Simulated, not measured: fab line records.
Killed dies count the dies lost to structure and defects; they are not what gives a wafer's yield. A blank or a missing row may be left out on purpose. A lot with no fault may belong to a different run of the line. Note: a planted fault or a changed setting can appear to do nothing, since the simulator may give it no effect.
Struck lot and sound lot, side by side    flow nandHarc    15 steps out of a route of 1159
Sound: these wafers, L821.1, L821.4, L821.6. Wafers struck: L815.2, L815.3, L815.4. The cause is given at the end.
Order at every step that has rows: each side's tool, ch and its chambers, its first start. Under that, the readings that differ: sound wafers    struck wafers    difference of the means    sigmas: that difference in standard deviations of wafers without a fault.
alike: same words and numbers on both sides, and readings whose means sit less than 2 such deviations apart. not compared: any withheld reading, any reading some wafer has no value for, any bound like >300 that may hide the same value, and any number with overlapping values for which the record gives no deviation.
The two part at a step that has a row with sigmas, a row that says differs or no value, or rows on one side only. Numbers that have no deviation but don't overlap get no sigmas and don't part them. A reading missing from all wafers of one side parts the sides only when that side holds two or more wafers.

first, 8 steps without rows for these wafers: NHARC_P_GATE_DEHYDRATE_18 (time 120 s); NHARC_P_GATE_HMDS_19 (time 30 s); NHARC_P_GATE_COAT_20 (resist thk 90 nm); NHARC_P_GATE_SOFTBAKE_21 (time 55 s); NHARC_P_GATE_EBR_22; NHARC_P_GATE_EXPOSE_23 (exposes mask P GATE, target cd 120 nm); NHARC_P_GATE_PEB_24 (peb time 65 s); NHARC_P_GATE_DEVELOP_25 (develop time 35 s).
NHARC_P_GATE_CD_MEAS_26 targets a cd of 120 nm.
  sound on cdSem-02 ch 0, day 7 23:50; struck on cdSem-01 ch 0, day 6 01:13
  alike: cdNm
NHARC_P_GATE_OVL_MEAS_27:
  struck on overlay-01, day 6 01:18; sound on overlay-02, day 7 23:56
  alike: overlayXNm, overlayYNm
NHARC_P_GATE_INSPECT_28:
  struck on defectInspect-01, day 6 01:20; sound on defectInspect-01, day 7 23:58
  alike: rawDefectCount
NHARC_P_GATE_DESCUM_31: chemistry O2, time 3 s.
  sound on rieDiel-11 ch 0,1,2, day 8 00:02; struck on rieDiel-01 ch 0,1,2, day 6 01:25
  alike: drypumpMotorCurrentA, oesProductAu, rfVppV, showerheadPlenumPTorr, throttleValvePct
  not compared: rfHoursCounterH
NHARC_P_GATE_ETCH_104: etches the open film in CF4/CHF3, target depth 60 nm.
  sound on rieDiel-11 ch 1,2, day 8 00:07; struck on rieDiel-01 ch 0,2,3, day 6 01:29
  no value came back on the struck wafers for any of 8 readings (biasW (W), cf4FlowSccm (sccm) and others); on the sound wafers biasW (W) reads 200.3 200.0 200.3
NHARC_P_GATE_HM_OPEN_105: chemistry O2/COS, target depth 360 nm.
  sound on rieDiel-11 ch 0,1,3; struck on rieDiel-01 ch 0,1,3
  alike: drypumpMotorCurrentA, oesProductAu, rfFwdPowerW, rfVppV, showerheadPlenumPTorr, throttleValvePct
  not compared: rfHoursCounterH
-- the record jumps here: 14 days lie between the struck wafers' starts before and after (it left off in module P_GATE and takes up again in module END, whose first step shown is number 1159 of the route) --
NHARC_END_SORT_01:
  sound on prober-02 ch 0, day 22 13:08; struck on prober-02 ch 0, day 20 10:19
reading            sound     struck                                                             difference                    sigmas
hold               - - -     awaitDispo/4.4h/scrap awaitDispo/4.4h/scrap awaitDispo/4.4h/scrap  no value on the sound wafers  
killedAtArray      13 19 15  39 37 26                                                           +18                           +2
killedAtPeriphery  7 6 5     637 639 651                                                        +636                          +99 or more
killedDies         20 25 23  677 677 677                                                        +654                          +82
  alike: killedAtOther, killedOpen, killedShort

## WHERE THEY PART
Earliest at NHARC_P_GATE_ETCH_104; latest, in this record, at NHARC_END_SORT_01.

WHY: whatever the simulator had introduced
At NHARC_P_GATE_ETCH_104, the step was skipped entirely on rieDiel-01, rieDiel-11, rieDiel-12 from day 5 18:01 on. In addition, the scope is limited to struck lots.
